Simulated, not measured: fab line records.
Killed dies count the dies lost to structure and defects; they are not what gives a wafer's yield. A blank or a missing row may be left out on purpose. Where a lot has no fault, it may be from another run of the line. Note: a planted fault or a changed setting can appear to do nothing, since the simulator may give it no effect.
Split-lot trial / flow n5-finfet / 39 wafers read from 7 lots, route of 1938 steps

## THE SPLIT
At N5_BEOL_M0_SAQP_HM_DEP_02 (deposits TiN, target thk 12 nm), the setting target-thk-a was moved away from the recipe's 120 angstrom on 15 of the 39 wafers read, by -56.1% to +40.3%. The other wafers ran this setting at the recipe's value.

The reading comes from the split's own step.

## THE READING
TiN_of_BEOL_M0_SAQP_HM_DEP_02.thk-nm (the simulator's own value, which no gauge read), in nm, at N5_BEOL_M0_SAQP_HM_DEP_02 (deposits TiN, target thk 12 nm). The file does not state a usual value for it. The 24 wafers here that ran the recipe average 12.0 nm, standard deviation 0.12 nm.

wafer=L075.1; tool, chamber at the split=pvd-sputter-03, -; target-thk-a as run, angstrom=52.7; against the recipe=-56.1%; TiN_of_BEOL_M0_SAQP_HM_DEP_02.thk-nm, nm=5.4; against lot-mates on the recipe=-6.7
wafer=L075.2; tool, chamber at the split=pvd-sputter-03, -; target-thk-a as run, angstrom=52.7; against the recipe=-56.1%; TiN_of_BEOL_M0_SAQP_HM_DEP_02.thk-nm, nm=5.4; against lot-mates on the recipe=-6.7
wafer=L075.6; tool, chamber at the split=pvd-sputter-03, -; target-thk-a as run, angstrom=52.7; against the recipe=-56.1%; TiN_of_BEOL_M0_SAQP_HM_DEP_02.thk-nm, nm=5.4; against lot-mates on the recipe=-6.7
wafer=L075.3; tool, chamber at the split=pvd-sputter-03, -; target-thk-a as run, angstrom=120; against the recipe=recipe; TiN_of_BEOL_M0_SAQP_HM_DEP_02.thk-nm, nm=12.2; against lot-mates on the recipe=-
wafer=L075.4; tool, chamber at the split=pvd-sputter-03, -; target-thk-a as run, angstrom=120; against the recipe=recipe; TiN_of_BEOL_M0_SAQP_HM_DEP_02.thk-nm, nm=12; against lot-mates on the recipe=-
wafer=L075.5; tool, chamber at the split=pvd-sputter-03, -; target-thk-a as run, angstrom=120; against the recipe=recipe; TiN_of_BEOL_M0_SAQP_HM_DEP_02.thk-nm, nm=12; against lot-mates on the recipe=-
wafer=L082.1; tool, chamber at the split=pvd-sputter-03, -; target-thk-a as run, angstrom=120; against the recipe=recipe; TiN_of_BEOL_M0_SAQP_HM_DEP_02.thk-nm, nm=12; against lot-mates on the recipe=-
wafer=L082.4; tool, chamber at the split=pvd-sputter-03, -; target-thk-a as run, angstrom=120; against the recipe=recipe; TiN_of_BEOL_M0_SAQP_HM_DEP_02.thk-nm, nm=12; against lot-mates on the recipe=-
wafer=L082.2; tool, chamber at the split=pvd-sputter-03, -; target-thk-a as run, angstrom=56.33; against the recipe=-53.1%; TiN_of_BEOL_M0_SAQP_HM_DEP_02.thk-nm, nm=5.6; against lot-mates on the recipe=-6.3
wafer=L082.3; tool, chamber at the split=pvd-sputter-03, -; target-thk-a as run, angstrom=56.33; against the recipe=-53.1%; TiN_of_BEOL_M0_SAQP_HM_DEP_02.thk-nm, nm=5.6; against lot-mates on the recipe=-6.3
wafer=L082.5; tool, chamber at the split=pvd-sputter-03, -; target-thk-a as run, angstrom=56.33; against the recipe=-53.1%; TiN_of_BEOL_M0_SAQP_HM_DEP_02.thk-nm, nm=5.6; against lot-mates on the recipe=-6.3
wafer=L082.6; tool, chamber at the split=pvd-sputter-03, -; target-thk-a as run, angstrom=120; against the recipe=recipe; TiN_of_BEOL_M0_SAQP_HM_DEP_02.thk-nm, nm=11.8; against lot-mates on the recipe=-
wafer=L084.1; tool, chamber at the split=pvd-sputter-03, -; target-thk-a as run, angstrom=75.99; against the recipe=-36.7%; TiN_of_BEOL_M0_SAQP_HM_DEP_02.thk-nm, nm=7.6; against lot-mates on the recipe=-4.5
wafer=L084.5; tool, chamber at the split=pvd-sputter-03, -; target-thk-a as run, angstrom=75.99; against the recipe=-36.7%; TiN_of_BEOL_M0_SAQP_HM_DEP_02.thk-nm, nm=7.6; against lot-mates on the recipe=-4.5
wafer=L084.6; tool, chamber at the split=pvd-sputter-03, -; target-thk-a as run, angstrom=75.99; against the recipe=-36.7%; TiN_of_BEOL_M0_SAQP_HM_DEP_02.thk-nm, nm=7.6; against lot-mates on the recipe=-4.5
wafer=L084.2; tool, chamber at the split=pvd-sputter-03, -; target-thk-a as run, angstrom=120; against the recipe=recipe; TiN_of_BEOL_M0_SAQP_HM_DEP_02.thk-nm, nm=12.2; against lot-mates on the recipe=-
wafer=L084.4; tool, chamber at the split=pvd-sputter-03, -; target-thk-a as run, angstrom=120; against the recipe=recipe; TiN_of_BEOL_M0_SAQP_HM_DEP_02.thk-nm, nm=12.2; against lot-mates on the recipe=-
wafer=L084.3; tool, chamber at the split=pvd-sputter-03, -; target-thk-a as run, angstrom=120; against the recipe=recipe; TiN_of_BEOL_M0_SAQP_HM_DEP_02.thk-nm, nm=12; against lot-mates on the recipe=-
wafer=L087.1; tool, chamber at the split=pvd-sputter-03, -; target-thk-a as run, angstrom=120; against the recipe=recipe; TiN_of_BEOL_M0_SAQP_HM_DEP_02.thk-nm, nm=11.8; against lot-mates on the recipe=-
wafer=L087.2; tool, chamber at the split=pvd-sputter-03, -; target-thk-a as run, angstrom=120; against the recipe=recipe; TiN_of_BEOL_M0_SAQP_HM_DEP_02.thk-nm, nm=12; against lot-mates on the recipe=-
wafer=L087.3; tool, chamber at the split=pvd-sputter-03, -; target-thk-a as run, angstrom=120; against the recipe=recipe; TiN_of_BEOL_M0_SAQP_HM_DEP_02.thk-nm, nm=12; against lot-mates on the recipe=-
wafer=L087.4; tool, chamber at the split=pvd-sputter-03, -; target-thk-a as run, angstrom=120; against the recipe=recipe; TiN_of_BEOL_M0_SAQP_HM_DEP_02.thk-nm, nm=12; against lot-mates on the recipe=-
wafer=L087.5; tool, chamber at the split=pvd-sputter-03, -; target-thk-a as run, angstrom=120; against the recipe=recipe; TiN_of_BEOL_M0_SAQP_HM_DEP_02.thk-nm, nm=12; against lot-mates on the recipe=-
wafer=L087.6; tool, chamber at the split=pvd-sputter-03, -; target-thk-a as run, angstrom=120; against the recipe=recipe; TiN_of_BEOL_M0_SAQP_HM_DEP_02.thk-nm, nm=12; against lot-mates on the recipe=-
wafer=L091.1; tool, chamber at the split=pvd-sputter-01, -; target-thk-a as run, angstrom=168.3; against the recipe=+40.3%; TiN_of_BEOL_M0_SAQP_HM_DEP_02.thk-nm, nm=17; against lot-mates on the recipe=+4.9
wafer=L091.4; tool, chamber at the split=pvd-sputter-01, -; target-thk-a as run, angstrom=168.3; against the recipe=+40.3%; TiN_of_BEOL_M0_SAQP_HM_DEP_02.thk-nm, nm=17; against lot-mates on the recipe=+4.9
wafer=L091.6; tool, chamber at the split=pvd-sputter-01, -; target-thk-a as run, angstrom=168.3; against the recipe=+40.3%; TiN_of_BEOL_M0_SAQP_HM_DEP_02.thk-nm, nm=17; against lot-mates on the recipe=+4.9
wafer=L091.2; tool, chamber at the split=pvd-sputter-01, -; target-thk-a as run, angstrom=120; against the recipe=recipe; TiN_of_BEOL_M0_SAQP_HM_DEP_02.thk-nm, nm=12.2; against lot-mates on the recipe=-
wafer=L091.3; tool, chamber at the split=pvd-sputter-01, -; target-thk-a as run, angstrom=120; against the recipe=recipe; TiN_of_BEOL_M0_SAQP_HM_DEP_02.thk-nm, nm=12.2; against lot-mates on the recipe=-
wafer=L091.5; tool, chamber at the split=pvd-sputter-01, -; target-thk-a as run, angstrom=120; against the recipe=recipe; TiN_of_BEOL_M0_SAQP_HM_DEP_02.thk-nm, nm=12; against lot-mates on the recipe=-
wafer=L094.3; tool, chamber at the split=pvd-sputter-02, -; target-thk-a as run, angstrom=120; against the recipe=recipe; TiN_of_BEOL_M0_SAQP_HM_DEP_02.thk-nm, nm=12; against lot-mates on the recipe=-
wafer=L094.5; tool, chamber at the split=pvd-sputter-02, -; target-thk-a as run, angstrom=120; against the recipe=recipe; TiN_of_BEOL_M0_SAQP_HM_DEP_02.thk-nm, nm=12; against lot-mates on the recipe=-
wafer=L094.4; tool, chamber at the split=pvd-sputter-02, -; target-thk-a as run, angstrom=120; against the recipe=recipe; TiN_of_BEOL_M0_SAQP_HM_DEP_02.thk-nm, nm=12.2; against lot-mates on the recipe=-
wafer=L096.1; tool, chamber at the split=pvd-sputter-01, -; target-thk-a as run, angstrom=99.61; against the recipe=-17.0%; TiN_of_BEOL_M0_SAQP_HM_DEP_02.thk-nm, nm=10; against lot-mates on the recipe=-2.1
wafer=L096.4; tool, chamber at the split=pvd-sputter-01, -; target-thk-a as run, angstrom=99.61; against the recipe=-17.0%; TiN_of_BEOL_M0_SAQP_HM_DEP_02.thk-nm, nm=10; against lot-mates on the recipe=-2.1
wafer=L096.5; tool, chamber at the split=pvd-sputter-01, -; target-thk-a as run, angstrom=99.61; against the recipe=-17.0%; TiN_of_BEOL_M0_SAQP_HM_DEP_02.thk-nm, nm=10; against lot-mates on the recipe=-2.1
wafer=L096.2; tool, chamber at the split=pvd-sputter-01, -; target-thk-a as run, angstrom=120; against the recipe=recipe; TiN_of_BEOL_M0_SAQP_HM_DEP_02.thk-nm, nm=12; against lot-mates on the recipe=-
wafer=L096.3; tool, chamber at the split=pvd-sputter-01, -; target-thk-a as run, angstrom=120; against the recipe=recipe; TiN_of_BEOL_M0_SAQP_HM_DEP_02.thk-nm, nm=12; against lot-mates on the recipe=-
wafer=L096.6; tool, chamber at the split=pvd-sputter-01, -; target-thk-a as run, angstrom=120; against the recipe=recipe; TiN_of_BEOL_M0_SAQP_HM_DEP_02.thk-nm, nm=12.2; against lot-mates on the recipe=-

THE FIT
A straight line over all 39 wafers: TiN_of_BEOL_M0_SAQP_HM_DEP_02.thk-nm changes by +0.121 nm for each +1% of target-thk-a; r = +1.00; the points scatter about the line by 0.1 nm.
The same after taking each lot's own level away (the mean of its wafers on the recipe; 39 wafers): +0.12 nm for each +1%; r = +1.00; scatter 0.085 nm.
The reading moves by 6.7 nm for the largest change in target-thk-a, on that fit.
The span of the lots' own levels, 11.93 to 12.13 nm, comes to 1.7 times the standard deviation stated above.
Consequently the slope shifts little with the lot-to-lot level, the two slopes agreeing.
Check: for one of the wafers moved furthest among these (-56.1%), held out of the fit, the line's prediction against its lot-mates is -6.75 nm. Against them it came out at -6.67 nm.

## FURTHER SPLITS ON THESE WAFERS
Note: prior to the reading, these wafers also went through further splits. Each is held against what the fit with the lots' levels taken away leaves over:
other split on the same wafers=N5_FIN_SAQP_HM_DEP_03 time-s; wafers away from the commonest value=12; r with TiN_of_BEOL_M0_SAQP_HM_DEP_02.thk-nm (lot level and that fit taken away)=+0.05
other split on the same wafers=N5_DUMMY_GATE_ALD_02 target-thk-a; wafers away from the commonest value=15; r with TiN_of_BEOL_M0_SAQP_HM_DEP_02.thk-nm (lot level and that fit taken away)=+0.06
other split on the same wafers=N5_HKMG_FIN_ETCH_67 target-depth-a; wafers away from the commonest value=18; r with TiN_of_BEOL_M0_SAQP_HM_DEP_02.thk-nm (lot level and that fit taken away)=+0.22

## FILE'S OWN FIT
TiN_of_BEOL_M0_SAQP_HM_DEP_02.thk-nm changes by +0.12 nm for each +1% of target-thk-a, r = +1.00.
